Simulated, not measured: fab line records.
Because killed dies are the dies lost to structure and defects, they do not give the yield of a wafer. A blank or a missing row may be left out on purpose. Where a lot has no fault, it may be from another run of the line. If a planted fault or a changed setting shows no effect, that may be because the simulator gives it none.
Split-lot experiment + flow n5Finfet + 21 wafers read from 7 lots, route of 1938 steps

## ABOUT THE SPLIT
At N5_SD_EPI_P_EPI_21 (deposits SiGe:B, time 355 s), the setting tempC was moved away from the recipe's 550 C on 6 of the 21 wafers read, by -0.4% to +0.7%. All remaining wafers had this setting at the recipe value.

## FROM THE SPLIT TO THE READING: what the file shows between them, 3 steps
- N5_SD_EPI_P_EPI_MEAS_23
- N5_SD_EPI_P_HM_STRIP_48: strips SiNx in H3PO4, material SiNx, target depth 3 nm
- N5_SD_EPI_P_SRD_49: time 30 s

## THE READING
SiGe-B_of_SD_EPI_P_EPI_21.thkNm (the simulator's own value, which no gauge read), in nm, at N5_SD_EPI_P_PRECLEAN_24 (cleans in O3/DIW, time 45 s). There is no usual value for it anywhere in the file. Average 60.6 nm, standard deviation 0.55 nm, over the 15 wafers here run with the recipe.

| wafer  | tool, chamber at the split | tempC as run, C | against the recipe | SiGe-B_of_SD_EPI_P_EPI_21.thkNm, nm | against lot-mates on the recipe |
|--------|----------------------------|-----------------|--------------------|-------------------------------------|---------------------------------|
| L077.1 | epiRpcvd-02, 0             | 550             | recipe             | 59.6                                | -                               |
| L077.2 | epiRpcvd-02, 0             | 547.7           | -0.4%              | 57.4                                | -2.2                            |
| L077.5 | epiRpcvd-02, 0             | 547.7           | -0.4%              | 57.2                                | -2.4                            |
| L078.1 | epiRpcvd-04, 0             | 553.7           | +0.7%              | 65                                  | +4.0                            |
| L078.5 | epiRpcvd-04, 0             | 550             | recipe             | 61.6                                | -                               |
| L078.6 | epiRpcvd-04, 0             | 550             | recipe             | 60.4                                | -                               |
| L081.3 | epiRpcvd-04, 0             | 550             | recipe             | 60                                  | -                               |
| L081.4 | epiRpcvd-04, 0             | 550             | recipe             | 60.4                                | -                               |
| L081.5 | epiRpcvd-04, 0             | 550             | recipe             | 59.8                                | -                               |
| L083.1 | epiRpcvd-01, 0             | 550             | recipe             | 60.8                                | -                               |
| L083.3 | epiRpcvd-01, 0             | 550             | recipe             | 61.4                                | -                               |
| L083.4 | epiRpcvd-01, 0             | 550             | recipe             | 60.2                                | -                               |
| L087.2 | epiRpcvd-01, 0             | 550             | recipe             | 60.8                                | -                               |
| L087.3 | epiRpcvd-01, 0             | 550             | recipe             | 61.2                                | -                               |
| L087.4 | epiRpcvd-01, 0             | 550             | recipe             | 61                                  | -                               |
| L091.3 | epiRpcvd-04, 0             | 547.6           | -0.4%              | 57.4                                | -3.0                            |
| L091.4 | epiRpcvd-04, 0             | 550             | recipe             | 60.4                                | -                               |
| L091.6 | epiRpcvd-04, 0             | 547.6           | -0.4%              | 57                                  | -3.4                            |
| L096.2 | epiRpcvd-02, 0             | 553.6           | +0.7%              | 65.4                                | +5.0                            |
| L096.3 | epiRpcvd-02, 0             | 550             | recipe             | 60.4                                | -                               |
| L096.5 | epiRpcvd-02, 0             | 550             | recipe             | 60.4                                | -                               |

THE FIT
A straight line over all 21 wafers: SiGe-B_of_SD_EPI_P_EPI_21.thkNm changes by +7.32 nm for each +1% of tempC; r = +0.97; the points scatter about the line by 0.51 nm.
The same after taking each lot's own level away (the mean of its wafers on the recipe; 21 wafers): +6.63 nm for each +1%; r = +0.98; scatter 0.4 nm.
On that fit, the largest move of tempC shifts the reading by 4.5 nm.
From 59.60 to 61.00 nm: that is the span of the lots' own levels, equal to 2.5 times the standard deviation above.
Hence the slope depends on the lot-to-lot level, as the two fits are not the same.
Check: +4.74 nm against its lot-mates is what the line predicts for one of the wafers moved furthest among these (+0.7%) when that wafer is left out of the fit. It came out at +4 nm against them.

## THE OTHER SPLITS THESE WAFERS WENT THROUGH
Other splits were also applied to these wafers ahead of the reading. Each is held against what the fit with the lots' levels taken away leaves over:
| other split on the same wafers      | wafers away from the commonest value | r with SiGe-B_of_SD_EPI_P_EPI_21.thkNm (lot level and that fit taken away) |
|-------------------------------------|--------------------------------------|----------------------------------------------------------------------------|
| N5_FIN_SAQP_HM_DEP_03 timeS         | 8                                    | -0.30                                                                      |
| N5_FIN_SAQP_COAT_68 spinRpm         | 10                                   | -0.30                                                                      |
| N5_FIN_SAQP_SPACER2_ALD_28 tempC    | 6                                    | +0.54                                                                      |
| N5_FIN_CUT_CUT_ETCH_15 timeS        | 10                                   | -0.11                                                                      |
| N5_SD_EPI_N_COAT_33 spinRpm         | 2                                    | +0.24                                                                      |
| N5_SD_EPI_N_DEVELOP_08 developTimeS | 9                                    | +0.28                                                                      |

## THE WHOLE CHAIN: every reading that the file lists as answering this split, in the file's order
| step                    | what it does                                           | reading                                                                          | change (the file's fit)              | r (the file's) |
|-------------------------|--------------------------------------------------------|----------------------------------------------------------------------------------|--------------------------------------|----------------|
| N5_SD_EPI_P_EPI_21      | deposits SiGe:B, time 355 s                            | SiGe-B_of_SD_EPI_P_EPI_21.thkNm (the simulator's own value, which no gauge read) | +6.75 nm for each +1% of the setting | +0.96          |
| N5_SD_EPI_P_EPI_MEAS_23 |                                                        | thkNm                                                                            | withheld for each +1% of the setting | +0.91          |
| N5_SD_EPI_P_HM_STRIP_48 | strips SiNx in H3PO4, material SiNx, target depth 3 nm | SiGe-B_of_SD_EPI_P_EPI_21.thkNm (the simulator's own value, which no gauge read) | +6.59 nm for each +1% of the setting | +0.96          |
| N5_SD_EPI_P_PRECLEAN_24 | cleans in O3/DIW, time 45 s                            | SiGe-B_of_SD_EPI_P_EPI_21.thkNm (the simulator's own value, which no gauge read) | +6.68 nm for each +1% of the setting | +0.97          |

## FILE'S OWN FIT
SiGe-B_of_SD_EPI_P_EPI_21.thkNm changes by +6.68 nm for each +1% of tempC, r = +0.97.
